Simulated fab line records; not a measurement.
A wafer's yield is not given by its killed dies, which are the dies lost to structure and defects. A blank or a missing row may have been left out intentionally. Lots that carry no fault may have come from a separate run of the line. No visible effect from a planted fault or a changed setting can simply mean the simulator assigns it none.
Chamber matching    flow n5Finfet    N5_BEOL_M13_ETCH_67 on rieDiel-03: 4 sister chambers
The step etches SiARC in CF4, target depth 143 nm, time 238.3 s. 8 wafers are shown with their chamber, then 7 later ones without.

== WAFERS WITH THEIR CHAMBER ==
wafer   chamber  showerheadPlenumPTorr (Torr)  drypumpMotorCurrentA (A)
L083.1  0        2.11                          5.5
L083.5  0        2.11                          5.5
L082.6  2        2.22                          5.0
L087.3  1        2.04                          6.1
L087.4  1        2.04                          6.1
L087.6  3        2.15                          5.3
L090.2  3        2.15                          5.4
L090.4  2        2.21                          5.0

== WAFERS WITHOUT THEIR CHAMBER ==
wafer   showerheadPlenumPTorr (Torr)  drypumpMotorCurrentA (A)
L090.5  2.04                          6.1
L096.1  2.11                          5.5
L096.3  2.15                          5.4
L096.6  2.11                          5.6
L094.1  2.20                          5.0
L094.2  2.03                          6.1
L094.6  2.11                          5.5

== WHICH CHAMBER EACH ONE RAN IN ==
wafer   from the rows above  in truth
L090.5  1                    1
L096.1  0                    0
L096.3  3                    3
L096.6  0                    0
L094.1  2                    2
L094.2  1                    1
L094.6  0                    0
Correctly placed: 7 of 7. Left unplaced by these rows: 0. Placed wrongly: 0.
How it was worked out, from the rows above alone: a wafer's distance from a chamber is the root of the sum, over the readings, of the square of ((its reading less the chamber's mean) divided by the reading's scatter). If the next closest chamber is less than 2 further off than the closest, the wafer can't be placed; otherwise it belongs to the closest. The mean given for a chamber averages the wafers shown for that chamber. The scatter: take each reading less its chamber's mean, square it, sum over the shown wafers, divide by the number of wafers less the number of chambers, and take the root.
